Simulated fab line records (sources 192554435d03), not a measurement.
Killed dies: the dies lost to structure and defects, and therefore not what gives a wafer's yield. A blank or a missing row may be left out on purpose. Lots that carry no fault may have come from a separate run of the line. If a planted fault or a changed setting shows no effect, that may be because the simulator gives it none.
One fault through the eyes of 3 desks ; flow n5Finfet ; each desk holds nothing but its own numbers, with what lay behind them at the end

== THE DEFECT DESK ==
Counts from the inspections along the route, per lot, as means over the sampled wafers that have a number. The brackets show how far a lot's mean lies from the usual mean; more than 4 standard deviations puts the lot out of limits, marked OUT.
Columns: A = rawDefectCount at N5_BEOL_M0_CUTY_INSPECT_59, usual 2.0
lot;first seen here;A
L759;day 5 20:18;3.7
L760;day 6 02:24;3.3
L761;day 6 07:34;19.0 (+13) OUT
L765;day 7 05:37;16.0 (+11) OUT
L770;day 8 17:33;2.0
L774;day 9 16:59;2.7
L777;day 10 05:41;1.7
L779;day 10 17:23;2.7
L780;day 10 21:14;1.7
L781;day 11 02:59;2.0
L782;day 11 17:04;1.3
This desk's finding: out of limits on L761, L765; first on L761, day 6 07:34 (rawDefectCount at N5_BEOL_M0_CUTY_INSPECT_59). In limits: L759, L760, L770, L774, L777, L779, L780, L781, L782.

== FOR THE TOOL OWNER'S DESK: rieDiel-02 ==
The tool's own readings at N5_BEOL_M0_SAQP_CUT_ETCH_46 (etches SOC in N2/H2, target depth 135 nm, overetch 27 nm, time 202.5 s): means of the sampled wafers that have a number, for each lot that ran on this tool. The brackets show how far a lot's mean lies from the usual mean; more than 4 standard deviations puts the lot out of limits, marked OUT.
Columns: A = drypumpMotorCurrentA at N5_BEOL_M0_SAQP_CUT_ETCH_46, usual 5.6 A; B = h2FlowSccm at N5_BEOL_M0_SAQP_CUT_ETCH_46, usual 200.0 sccm; C = rfVppV at N5_BEOL_M0_SAQP_CUT_ETCH_46, usual 524.4 V; D = showerheadPlenumPTorr at N5_BEOL_M0_SAQP_CUT_ETCH_46, usual 2.56 Torr; E = throttleValvePct at N5_BEOL_M0_SAQP_CUT_ETCH_46, usual 17.65 %
lot;first seen here;A;B;C;D;E
L759;day 5 19:09;5.9;200.3;523.6;2.49;17.62
L760;day 6 01:07;5.8;199.5;523.2;2.49;17.66
L761;day 6 06:22;5.0;199.7;526.4;2.62;17.58
L765;day 7 04:21;5.0;200.8;524.9;2.62;17.62
This desk's verdict: no lot among the 4 shows anything out of limits.

== METROLOGY DESK ==
Means of the sampled wafers that have a number, per lot and without regard to the tool the lot ran on: this is what the gauges read. The brackets show how far a lot's mean lies from the usual mean; more than 4 standard deviations puts the lot out of limits, marked OUT.
Columns: A = trenchDepthNm at N5_BEOL_M0_OCD_MEAS_108, usual 32.7 nm
lot;first seen here;A
L759;day 5 22:19;32.4
L760;day 6 04:39;32.7
L761;day 6 09:53;32.5
L765;day 7 08:27;33.4
L770;day 8 21:06;32.5
L774;day 9 23:02;33.3
L777;day 10 07:04;32.5
L779;day 10 18:55;32.4
L780;day 10 22:40;33.0
L781;day 11 06:11;32.6
L782;day 11 22:30;32.3
This desk's verdict: no lot among the 11 shows anything out of limits.

== ALL TOGETHER ==
The defect desk could have raised an alarm at day 6 07:34, on L761, L765.
The tool owner's desk saw nothing out of limits.
Nothing out of limits was seen by the metrology desk.
On record at the tool owner's desk: L761, L765, within its limits.
The metrology desk has L761, L765 on record, within its limits.
N5_BEOL_M0_SAQP_CUT_ETCH_46 was run on rieDiel-02 by each of the lots named.

== WHAT THE SIMULATOR PUT IN ==
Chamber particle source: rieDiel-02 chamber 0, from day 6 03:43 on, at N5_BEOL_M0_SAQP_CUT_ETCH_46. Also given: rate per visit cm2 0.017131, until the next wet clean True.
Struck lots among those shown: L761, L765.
Hours from the fault's start to each desk's first reading out of limits: the defect desk, 4.
